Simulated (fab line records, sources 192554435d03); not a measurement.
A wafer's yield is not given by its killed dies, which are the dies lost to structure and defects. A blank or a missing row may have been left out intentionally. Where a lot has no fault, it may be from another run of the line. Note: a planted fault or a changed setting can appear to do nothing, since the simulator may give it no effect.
A lot that was struck, set against a sound lot :: flow n5 finfet :: 36 steps out of a route of 1938
Sound: wafers L790.1, L790.2, L790.4. Struck: wafers L798.4, L798.5. (L798.6 of the same lot was not struck and is left out.) The cause comes at the end.
Per side, at each step with rows, come the tool, then ch with its chambers, and then its first start. Under that, the readings that differ: sound wafers :: struck wafers :: difference of the means :: sigmas: that difference in standard deviations of wafers without a fault.
alike: words and numbers the same on both sides, and readings whose means are apart by under 2 such deviations; not compared: readings that were withheld, readings missing a value for some wafer, numbers with overlapping values and no deviation given by the record, and bounds like >300 which may hide the same value.
The two part at a step that has a row with sigmas, a row that says differs or no value, or rows on one side only. Non-overlapping numbers with no deviation appear without sigmas and do not part them. A reading missing from all wafers of one side parts the sides only when that side holds two or more wafers.

first, 9 steps without rows for these wafers: N5_BEOL_M4_ANNEAL_95 (time 240 s); N5_BEOL_M4_SPUTTER_96 (material Cu, target thk 4.5 nm, time 8.29 s); N5_BEOL_M4_ECD_50 (material Cu, target thk 300 nm); N5_BEOL_M4_ANNEAL_51 (time 90 s); N5_BEOL_M4_CMP_52 (polishes, stops on SiOC, t overpolish 6.8 s, target thk 40 nm); N5_BEOL_M4_PRE_CLEAN_60 (time 15 s); N5_BEOL_M4_CO_CAP_55 (material Co, precursor CCTBA/H2, target thk 2 nm, time 102.1 s); N5_BEOL_M4_PRE_CLEAN_56 (time 15 s); N5_BEOL_M4_DEP_57 (deposits SiCN from 3MS/NH3, target thk 8 nm, time 14 s).
N5_BEOL_M4_RC_MEAS_101:
  sound on prober-02 ch 0, day 9 06:02; struck on prober-01 ch 0, day 11 05:40
  alike: DIBL_N, DIBL_P, IOFF_N, IOFF_P, ION_N, ION_P, SS_N, SS_P, VT_N, VT_P
then, 24 steps without rows for these wafers: N5_BEOL_M5_ILD_DEP_00 (deposits SiCOH lowk from DEMS/porogen, target thk 140.64 nm, time 25.9 s); N5_BEOL_M5_CURE_79 (cures SiCOH lowk, time 240 s); N5_BEOL_M5_PECVD_70 (deposits SiO2 from TEOS/O2, target thk 16 nm, time 18 s); N5_BEOL_M5_HM_DEP_02 (deposits TiN, target thk 20 nm); N5_BEOL_M5_COAT_59 (time 60 s, resist thk 60 nm); N5_BEOL_M5_COAT_60 (time 60 s, resist thk 12 nm); N5_BEOL_M5_COAT_71 (time 60 s, resist thk 5 nm); N5_BEOL_M5_COAT_05 (resist thk 30 nm); N5_BEOL_M5_EBR_07; N5_BEOL_M5_SOFTBAKE_06 (time 60 s); N5_BEOL_M5_EXPOSE_08 (exposes mask M5, target cd 28 nm); N5_BEOL_M5_PEB_09 (peb time 60 s); N5_BEOL_M5_DEVELOP_10 (develop time 30 s); N5_BEOL_M5_DESCUM_16 (chemistry O2, time 7 s); N5_BEOL_M5_ETCH_72 (etches underlayer in N2/H2, target depth 6.5 nm, time 5.2 s); N5_BEOL_M5_ETCH_61 (etches SiARC in CF4, target depth 15.6 nm, time 26 s); N5_BEOL_M5_ETCH_62 (etches SOC in N2/H2, target depth 75 nm, overetch 15 nm, time 112.5 s); N5_BEOL_M5_STRIP_63 (strips in N2/H2); N5_BEOL_M5_STRIP_73 (strips in N2/H2); N5_BEOL_M5_STRIP_64 (strips in CF4); N5_BEOL_M5_HM_OPEN_17 (chemistry Cl2/BCl3, target TiN, target depth 20 nm, overetch 6 nm); N5_BEOL_M5_STRIP_19 (strips in O2); N5_BEOL_M5_COAT_65 (time 60 s, resist thk 60 nm); N5_BEOL_M5_COAT_66 (time 60 s, resist thk 12 nm).
N5_BEOL_M7_VIA_ETCH_34: etches SiCOH lowk in C4F6/O2, target depth 125.5 nm, time 50.5 s.
  sound on rie diel-03 ch 1,2,3, day 10 07:37; struck on rie diel-03 ch 0, day 12 19:27
reading: model.etch.depth nm (nm)
sound: 126.3 126.8 120.4
struck: 98.01 97.14
difference: -26.92
sigmas: 

reading: model.SOC_of_BEOL_M7_COAT_63.thk nm (nm)
sound: 54 54 54.4
struck: 55.2 55.2
difference: +1.1
sigmas: 
  alike: chamber pressure mTorr, drypump motor current A, oes_f_703_au, oes product au, rf vpp V, showerhead plenum p Torr, throttle valve pct
  not compared: rf hours counter h
-- here the record skips 4 days between the struck wafers' starts before and after, leaving off in module BEOL_M7 and picking up in module PASSIVATION (first step shown: number 1936 of the route) --
N5_PASSIVATION_PROBE_49:
  sound: prober-01 at day 13 08:47; struck: prober-01 at day 17 06:27
reading: defect limited yield (%)
sound: 91.9 92.5 88.9
struck: 65.5 57.2
difference: -29.8
sigmas: -20

reading: killed_at_M4_up
sound: 13 5 23
struck: 331 438
difference: +371
sigmas: +58

reading: killed dies
sound: 96 89 131
struck: 407 505
difference: +351
sigmas: +19

reading: killed on rim
sound: 9 12 12
struck: 105 116
difference: +100
sigmas: +26

reading: sort_bin_5_function (%)
sound: 4.6 3.6 6.4
struck: 31.5 39.9
difference: +30.8
sigmas: +31

reading: sort n pass
sound: 1084 1091 1049
struck: 773 675
difference: -351
sigmas: -19

reading: sort yield pct (%)
sound: 91.9 92.5 88.9
struck: 65.5 57.2
difference: -29.8
sigmas: -20
  alike: killed_at_M0_to_M3, killed at contacts, killed at front end, killed at other, killed open, killed short, sort_bin_6_memory

## WHERE THEY PART
At N5_PASSIVATION_PROBE_49 and nowhere else, as far as this record goes.

WHY: whatever the simulator had introduced
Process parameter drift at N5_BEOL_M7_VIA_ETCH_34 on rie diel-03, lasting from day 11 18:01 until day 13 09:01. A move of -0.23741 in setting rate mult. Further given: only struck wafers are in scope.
